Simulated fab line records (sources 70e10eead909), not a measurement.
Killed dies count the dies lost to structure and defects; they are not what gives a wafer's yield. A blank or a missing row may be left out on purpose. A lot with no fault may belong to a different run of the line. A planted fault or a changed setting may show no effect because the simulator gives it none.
A lot that was struck, set against a sound lot | flow nand_harc | 14 out of 1159 route steps
Sound: these wafers, L336.2, L336.5, L336.6. Struck: wafer L349.3 (left out: L349.1, a lot-mate that was not struck); the cause follows at the end.
Each step with rows lists, per side, the tool, then ch with its chambers, then its first start. Under that, the readings that differ: sound wafers | struck wafers | difference of the means | sigmas: that difference in standard deviations of wafers without a fault.
alike: a reading whose means differ by less than 2 such deviations, as well as words and numbers matching on both sides. not compared: withheld readings; readings where some wafer has no value; bounds like >300 that might hide an equal value; numbers whose values overlap and for which the record gives no deviation.
The two part at a step that has a row with sigmas, a row that says differs or no value, or rows on one side only. Numbers that have no deviation but don't overlap get no sigmas and don't part them. A reading missing from all wafers of one side parts the sides only when that side holds two or more wafers.

first, 1 step without rows for these wafers: NHARC_A_ONON_D1_DEP_03 (target thk 1000 nm).
NHARC_A_ONON_D1_THK_MEAS_05: measures by ellipsometry.
  struck on film_metro-02, day 11 15:38; sound on film_metro-01, day 8 04:22
  alike: thk_nm
following that, 1 step holds no rows for these wafers, namely NHARC_A_ONON_D1_DEP_06 (target thickness 1000 nm).
NHARC_A_ONON_D1_THK_MEAS_08: measures by ellipsometry.
  struck on film_metro-02, day 11 16:12; sound on film_metro-02, day 8 04:56
  alike: thk_nm
following that, 1 step holds no rows for these wafers, namely NHARC_A_ONON_D1_DEP_09 (target thickness 1000 nm).
NHARC_A_ONON_D1_THK_MEAS_11: measures by ellipsometry.
  struck on film_metro-01, day 11 16:46; sound on film_metro-02, day 8 05:30
  alike: thk_nm
following that, 1 step holds no rows for these wafers, namely NHARC_A_ONON_D1_DEP_12 (target thickness 1000 nm).
NHARC_A_ONON_D1_THK_MEAS_14: measures by ellipsometry.
  struck on film_metro-02, day 11 17:20; sound on film_metro-02, day 8 06:04
  alike: thk_nm
then, 2 steps without rows for these wafers: NHARC_A_ONON_D1_ANNEAL_15 (time 3600 s); NHARC_A_ONON_D1_DEP_16 (target thk 1000 nm).
NHARC_A_ONON_D1_THK_MEAS_18: measures by ellipsometry.
  struck on film_metro-01, day 12 00:25; sound on film_metro-02, day 8 13:14
  alike: thk_nm
NHARC_A_ONON_D1_DEP_19: target thk 1000 nm.
  sound on pecvd_onon-03 ch 0, day 8 13:26; struck on pecvd_onon-04 ch 0, day 12 00:29
  reading              | sound             | struck | difference | sigmas
  nh3_flow_sccm (sccm) | 501.4 502.6 502.3 | 498.9  | -3.2       | -2
NHARC_A_ONON_D1_THK_MEAS_21: measures by ellipsometry.
  struck on film_metro-02, day 12 00:59; sound on film_metro-02, day 8 13:53
  reading     | sound       | struck | difference | sigmas
  thk_nm (nm) | 995 994 993 | 904    | -90        | -11
following that, 1 step holds no rows for these wafers, namely NHARC_A_ONON_D1_DEP_22 (target thickness 1000 nm).

## WHERE THEY PART
At NHARC_A_ONON_D1_DEP_19 first; at NHARC_A_ONON_D1_THK_MEAS_21 last (within this record only).

WHY: the cause the simulator had injected
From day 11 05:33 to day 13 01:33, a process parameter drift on pecvd_onon-04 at NHARC_A_ONON_D1_DEP_19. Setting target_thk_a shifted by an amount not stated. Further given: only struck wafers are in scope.
